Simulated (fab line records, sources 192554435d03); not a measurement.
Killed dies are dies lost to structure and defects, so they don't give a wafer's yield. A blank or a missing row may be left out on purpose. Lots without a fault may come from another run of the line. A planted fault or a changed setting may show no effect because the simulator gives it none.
Which tool did it? | flow n5_finfet | 12 lots, 36 wafers sampled, at 2 steps of a route of 1938

WHAT THE GAUGES READ, wafer by wafer
N5_BEOL_M6_CD_MEAS_35: target cd 40 nm, target cd y 28 nm.
lot  | measured     | on        | cd_nm (nm)
L075 | day 9 02:03  | cd_sem-03 | 39.6 40.3 39.5
L077 | day 9 12:25  | cd_sem-02 | 39.8 39.9 39.8
L079 | day 9 21:38  | cd_sem-03 | 40.1 39.6 39.2
L082 | day 10 13:56 | cd_sem-01 | 40.6 39.6 39.7
L083 | day 10 15:49 | cd_sem-01 | 40.3 40.4 40.7
L085 | day 11 10:20 | cd_sem-02 | 39.8 40.6 40.4
L088 | day 11 20:28 | cd_sem-02 | 41.2 40.9 40.8
L089 | day 12 17:02 | cd_sem-01 | 40.0 40.4 40.2
L091 | day 13 02:35 | cd_sem-03 | 39.8 40.4 39.8
L093 | day 13 06:11 | cd_sem-01 | 40.3 40.8 40.0
L095 | day 13 19:23 | cd_sem-02 | 40.1 40.5 40.4
L096 | day 14 11:53 | cd_sem-01 | 38.9 39.9 39.3

WHICH TOOL RAN EACH LOT (tool, then ch and the chambers of the sampled wafers, then the start)
lot  | N5_BEOL_M6_STRIP_80
L075 | rie_diel-01 ch 1,2,3, day 9 02:03 or earlier
L077 | rie_diel-02 ch 1,3, day 9 12:25 or earlier
L079 | rie_diel-01 ch 0,1, day 9 21:38 or earlier
L082 | rie_diel-01 ch 1,3, day 10 13:56 or earlier
L083 | rie_diel-01 ch 0,3, day 10 15:49 or earlier
L085 | rie_diel-01 ch 1,2,3, day 11 10:20 or earlier
L088 | rie_diel-02 ch 0,2,3, day 11 20:28 or earlier
L089 | rie_diel-04 ch 1,2, day 12 17:02 or earlier
L091 | rie_diel-04 ch 0,1,2, day 13 02:35 or earlier
L093 | rie_diel-02 ch 0,1,3, day 13 06:11 or earlier
L095 | rie_diel-04 ch 1,2, day 13 19:23 or earlier
L096 | rie_diel-01 ch 1,3, day 14 11:53 or earlier
- N5_BEOL_M6_STRIP_80: strips in N2/H2, time 10 s.

THE ANSWER, worked out from the rows above alone
Rule: what is usual is taken from the lots themselves. Put in order of their means at a reading, lots are off if they are a third of the lots or fewer, leave a main group of 4 or more, and stand apart from it by a gap of 3 or more times the standard deviation of the main group's means; of several such gaps the widest counts. A main group whose means are all the same, to the digits that the tables above print for the reading, isn't used. A lot without any number at a reading at which 4 lots or more have one is off too. The other lots that the step has rows for count as sound.
No lot is off at any reading shown: from this, nothing can be told.

WHAT THE SIMULATOR HAD PUT IN
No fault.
